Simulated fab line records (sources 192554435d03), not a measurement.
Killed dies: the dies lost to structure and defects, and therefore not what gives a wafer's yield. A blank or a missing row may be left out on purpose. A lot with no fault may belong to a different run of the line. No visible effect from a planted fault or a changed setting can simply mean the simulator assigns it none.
Matching of chambers ; flow n5 finfet ; 4 sister chambers for N5_BEOL_M3_ETCH_63 on rie diel-06
The step etches SiARC in CF4, target depth 15.6 nm, time 26 s. 4 wafers are shown with their chamber, then 10 later ones without.

EACH WAFER AND ITS CHAMBER
wafer;chamber;showerhead plenum p Torr (Torr)
L082.6;3;2.07
L085.3;2;2.11
L088.6;1;2.07
L090.5;0;2.11

WAFERS WITHOUT THEIR CHAMBER
wafer;showerhead plenum p Torr (Torr)
L090.6;2.06
L093.2;2.11
L093.3;2.06
L093.4;2.11
L096.2;2.06
L096.4;2.10
L096.6;2.06
L097.1;2.10
L097.2;2.06
L097.5;2.10

WHICH CHAMBER EACH ONE RAN IN
wafer;from the rows above;in truth
L090.6;can't be placed: 1 or 3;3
L093.2;can't be placed: 0 or 2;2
L093.3;can't be placed: 1 or 3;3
L093.4;can't be placed: 0 or 2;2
L096.2;can't be placed: 1 or 3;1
L096.4;can't be placed: 0 or 2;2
L096.6;can't be placed: 1 or 3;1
L097.1;can't be placed: 0 or 2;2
L097.2;can't be placed: 1 or 3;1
L097.5;can't be placed: 0 or 2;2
Correct placement for 0 of the 10. Can't be placed from these rows: 10 (the true chamber is among the candidates in 10). Placed wrongly: 0.
How it was worked out, from the rows above alone: a wafer's distance from a chamber is the root of the sum, over the readings, of the square of ((its reading less the chamber's mean) divided by the reading's scatter). The wafer belongs to the nearest chamber; if the next one is less than 2 further off, it can't be placed. For every chamber, the mean is computed from those of its wafers that are shown. The scatter: with one shown wafer a chamber, the root of the mean of the squares of how far each hidden wafer lies from its nearest shown one.
